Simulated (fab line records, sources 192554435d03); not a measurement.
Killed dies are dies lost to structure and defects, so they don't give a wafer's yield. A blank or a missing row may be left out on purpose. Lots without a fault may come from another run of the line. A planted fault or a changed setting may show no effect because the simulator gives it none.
Split-lot experiment | flow n5_finfet | 7 lots, 21 wafers read, on a route of 1938 steps

THE SPLIT
At N5_BEOL_M6_ILD_DEP_00 (deposits SiCOH lowk from DEMS/porogen, target thk 179.75 nm, time 33.4 s), the setting time_s was moved away from the recipe's 33.4 s on 9 of the 21 wafers read, by -11.2% to +10.1%. The other wafers ran this setting at the recipe's value.

FROM THE SPLIT TO THE READING: what the file shows between them, 1 step
- N5_BEOL_M6_CURE_74: cures SiCOH lowk, time 240 s

THE READING
M6_ILD_THK, in nm, at N5_BEOL_M6_THK_MEAS_01. Fault-free wafers of this fab line usually give 155.2 nm, standard deviation 2.3 nm.

wafer  | tool, chamber at the split | time_s as run, s | against the recipe | M6_ILD_THK, nm | against lot-mates on the recipe
L074.2 | pecvd-01, 2                | 33.4             | recipe             | 151.5          | -
L074.3 | pecvd-01, 1                | 33.4             | recipe             | 153.5          | -
L074.6 | pecvd-01, 0                | 33.4             | recipe             | 153.0          | -
L079.2 | pecvd-04, 1                | 30.33            | -9.2%              | 139.6          | -18.5
L079.4 | pecvd-04, 1                | 33.4             | recipe             | 159.1          | -
L079.6 | pecvd-04, 0                | 33.4             | recipe             | 157.0          | -
L084.2 | pecvd-03, 1                | 33.4             | recipe             | 155.5          | -
L084.3 | pecvd-03, 2                | 29.65            | -11.2%             | 137.3          | -18.2
L084.6 | pecvd-03, 1                | 29.65            | -11.2%             | 140.6          | -14.9
L089.1 | pecvd-01, 1                | 33.4             | recipe             | 154.0          | -
L089.2 | pecvd-01, 2                | 31               | -7.2%              | 145.4          | -8.6
L089.6 | pecvd-01, 1                | 31               | -7.2%              | 143.5          | -10.5
L091.1 | pecvd-04, 1                | 31.36            | -6.1%              | 143.6          | -9.9
L091.2 | pecvd-04, 2                | 33.4             | recipe             | 150.3          | -
L091.5 | pecvd-04, 1                | 33.4             | recipe             | 156.7          | -
L092.1 | pecvd-03, 1                | 35.01            | +4.8%              | 159.1          | +2.6
L092.3 | pecvd-03, 0                | 33.4             | recipe             | 154.4          | -
L092.6 | pecvd-03, 0                | 33.4             | recipe             | 158.6          | -
L096.2 | pecvd-04, 1                | 36.76            | +10.1%             | 171.5          | +13.5
L096.4 | pecvd-04, 2                | 36.76            | +10.1%             | 170.3          | +12.3
L096.5 | pecvd-04, 1                | 33.4             | recipe             | 158.0          | -

THE FIT
A straight line over all 21 wafers: M6_ILD_THK changes by +1.51 nm for each +1% of time_s; r = +0.96; the points scatter about the line by 2.5 nm.
The same after taking each lot's own level away (the mean of its wafers on the recipe; 21 wafers): +1.41 nm for each +1%; r = +0.97; scatter 2.1 nm.
On that fit, the largest move of time_s shifts the reading by 16 nm.
The lots' own levels span 152.67 to 158.05 nm, that is 2.3 times the standard deviation above.
So the lot-to-lot level changes the slope little: the two slopes agree.
Check: with one of the wafers moved furthest among these (-11.2%) left out of the fit, the line predicts -16.1 nm for it against its lot-mates. It came out at -18.2 nm against them.

THE WHOLE CHAIN: every reading that the file lists as answering this split, in the file's order
step                   | what it does                                                             | reading                                                                                  | change (the file's fit)              | r (the file's)
N5_BEOL_M6_ILD_DEP_00  | deposits SiCOH lowk from DEMS/porogen, target thk 179.75 nm, time 33.4 s | SiCOH_lowk_of_BEOL_M6_ILD_DEP_00.thk_nm (the simulator's own value, which no gauge read) | +1.7 nm for each +1% of the setting  | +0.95
N5_BEOL_M6_CURE_74     | cures SiCOH lowk, time 240 s                                             | SiCOH_lowk_of_BEOL_M6_ILD_DEP_00.thk_nm (the simulator's own value, which no gauge read) | +1.48 nm for each +1% of the setting | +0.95
N5_BEOL_M6_THK_MEAS_01 |                                                                          | M6_ILD_THK                                                                               | +1.48 for each +1% of the setting    | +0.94

THE FILE'S OWN FIT
M6_ILD_THK changes by +1.48 nm for each +1% of time_s, r = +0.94.
